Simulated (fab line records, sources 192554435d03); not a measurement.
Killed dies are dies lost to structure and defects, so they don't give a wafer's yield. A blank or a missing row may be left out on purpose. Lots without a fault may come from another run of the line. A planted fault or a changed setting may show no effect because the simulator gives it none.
Chamber matching | flow n5_finfet | N5_STI_FIN_REVEAL_CMP_04 on cmp-04: 4 sister chambers
The step polishes, stops on Si3N4, t overpolish 4 s, target thk 131.83 nm. 4 wafers are shown with their chamber, then 8 later ones without.

WAFERS WITH THEIR CHAMBER
wafer  | chamber | motor_current_A (A)
L086.2 | 3       | 9.6
L087.5 | 1       | 6.7
L087.6 | 0       | 8.5
L090.1 | 2       | 9.2

WAFERS WITHOUT THEIR CHAMBER
wafer  | motor_current_A (A)
L090.4 | 9.9
L090.5 | 9.4
L094.3 | 9.9
L094.4 | 9.6
L094.6 | 9.2
L096.1 | 6.7
L096.2 | 8.7
L096.4 | 10.0

WHICH CHAMBER EACH WENT THROUGH
wafer  | from the rows above     | in truth
L090.4 | can't be placed: 3 or 2 | 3
L090.5 | can't be placed: 3 or 2 | 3
L094.3 | can't be placed: 3 or 2 | 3
L094.4 | can't be placed: 3 or 2 | 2
L094.6 | can't be placed: 2 or 3 | 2
L096.1 | 1                       | 1
L096.2 | can't be placed: 0 or 2 | 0
L096.4 | can't be placed: 3 or 2 | 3
Placed correctly: 1 of 8. Can't be placed from these rows: 7 (the true chamber is among the candidates in 7). Placed wrongly: 0.
How it was worked out, from the rows above alone: a wafer's distance from a chamber is the root of the sum, over the readings, of the square of ((its reading less the chamber's mean) divided by the reading's scatter). The wafer belongs to the nearest chamber; if the next one is less than 2 further off, it can't be placed. A chamber's mean is the mean of its shown wafers. The scatter: with one shown wafer a chamber, the root of the mean of the squares of how far each hidden wafer lies from its nearest shown one.
